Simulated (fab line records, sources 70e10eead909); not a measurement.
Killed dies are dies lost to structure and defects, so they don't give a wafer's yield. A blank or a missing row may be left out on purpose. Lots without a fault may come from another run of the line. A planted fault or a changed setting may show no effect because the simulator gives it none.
Chamber matching | flow nand_harc | NHARC_A_STAIRCASE_DEP_417 on pecvd-01: 3 sister chambers
The step deposits Si3N4, target thk 60 nm. 16 wafers are shown with their chamber, then 8 later ones without.

WAFERS WITH THEIR CHAMBER
wafer  | chamber | heater_power_w (W)
L511.2 | 1       | 862
L511.3 | 0       | 661
L511.4 | 2       | 790
L510.1 | 1       | 812
L510.5 | 2       | 769
L510.6 | 1       | 852
L523.2 | 2       | 687
L523.3 | 0       | 683
L523.4 | 0       | 711
L524.1 | 1       | 857
L524.4 | 2       | 667
L524.5 | 0       | 664
L525.2 | 0       | 721
L525.3 | 2       | 763
L525.6 | 0       | 759
L526.1 | 2       | 719

SIGNATURES (means of the wafers above)
reading        | chamber 0 | chamber 1 | chamber 2 | scatter within a chamber
heater_power_w | 699.83    | 845.75    | 732.50    | 40
Rule: a wafer's distance from a chamber is the root of the sum, over the readings, of the square of ((its reading less the chamber's mean) divided by the reading's scatter). The wafer belongs to the nearest chamber; if the next one is less than 2 further off, it can't be placed. The scatter: the root of (the sum of the squares of (reading less its chamber's mean) over the shown wafers, divided by (wafers less chambers)).

WAFERS WITHOUT THEIR CHAMBER
wafer  | heater_power_w (W)
L526.3 | 867
L526.5 | 864
L528.1 | 814
L528.2 | 623
L528.4 | 799
L532.3 | 744
L532.4 | 694
L532.6 | 846

WHICH CHAMBER EACH WENT THROUGH
wafer  | from the rows above          | in truth
L526.3 | 1                            | 1
L526.5 | 1                            | 1
L528.1 | can't be placed: 1 or 2      | 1
L528.2 | can't be placed: 0 or 2      | 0
L528.4 | can't be placed: 1 or 2 or 0 | 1
L532.3 | can't be placed: 2 or 0      | 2
L532.4 | can't be placed: 0 or 2      | 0
L532.6 | 1                            | 1
Placed correctly: 3 of 8. Can't be placed from these rows: 5 (the true chamber is among the candidates in 5). Placed wrongly: 0.
